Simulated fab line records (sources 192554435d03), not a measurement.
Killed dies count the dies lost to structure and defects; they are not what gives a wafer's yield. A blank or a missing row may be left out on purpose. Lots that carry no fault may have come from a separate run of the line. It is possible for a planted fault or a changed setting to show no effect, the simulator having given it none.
The tool behind it: which one?    flow n5-finfet    route of 1938 steps, sampled at 1 step: 14 lots, 42 wafers

== WHAT THE GAUGES READ, wafer by wafer ==
N5_BEOL_M13_OCD_MEAS_35. Usual: trench-depth-nm 416 nm, standard deviation 8.1.
lot   measured      on      trench-depth-nm (nm)  flag
L882  day 11 13:23  ocd-01  425 418 414           
L884  day 12 23:55  ocd-01  419 420 414           
L888  day 13 04:04  ocd-02  409 407 428           
L886  day 13 05:53  ocd-02  416 406 395           
L889  day 13 15:49  ocd-01  425 421 425           
L890  day 14 00:53  ocd-02  424 405 421           
L892  day 14 13:42  ocd-01  392 416 415           
L893  day 14 16:30  ocd-01  417 416 416           
L894  day 14 16:55  ocd-02  427 412 419           
L896  day 15 09:25  ocd-02  422 410 401           
L897  day 15 10:01  ocd-02  420 404 417           
L898  day 15 15:14  ocd-01  416 420 408           
L901  day 16 04:44  ocd-02  426 421 413           
L900  day 16 21:14  ocd-01  413 424 415           

== WHAT TOOL EACH LOT RAN ON (gives the tool, then ch and the chambers of the sampled wafers, and finally the start) ==
The record shows no process step preceding these readings.

== WHAT THE TOOLS THEMSELVES READ (means of the sampled wafers that have a number; where no wafer has one, the mark that the record gives instead) ==
The record holds no such reading with a usual standard deviation.

== THE ANSWER, worked out from the rows above alone ==
Rule: a lot is off if the mean of its wafers that have a number lies more than 3 standard deviations from the usual mean. Also off: a lot with no number at a reading for which 4 or more lots have one. The other lots that the step has rows for count as sound. Order of review: gauges by route order, followed by the tools' own readings, for which a lot's mean as printed above is used. At the first step where some lot is off, the reading lying furthest off is the one used; lots without a number count as furthest.
Across all readings shown, no lot is off: no conclusion can be drawn from this.

== WHAT WAS PUT IN BY THE SIMULATOR ==
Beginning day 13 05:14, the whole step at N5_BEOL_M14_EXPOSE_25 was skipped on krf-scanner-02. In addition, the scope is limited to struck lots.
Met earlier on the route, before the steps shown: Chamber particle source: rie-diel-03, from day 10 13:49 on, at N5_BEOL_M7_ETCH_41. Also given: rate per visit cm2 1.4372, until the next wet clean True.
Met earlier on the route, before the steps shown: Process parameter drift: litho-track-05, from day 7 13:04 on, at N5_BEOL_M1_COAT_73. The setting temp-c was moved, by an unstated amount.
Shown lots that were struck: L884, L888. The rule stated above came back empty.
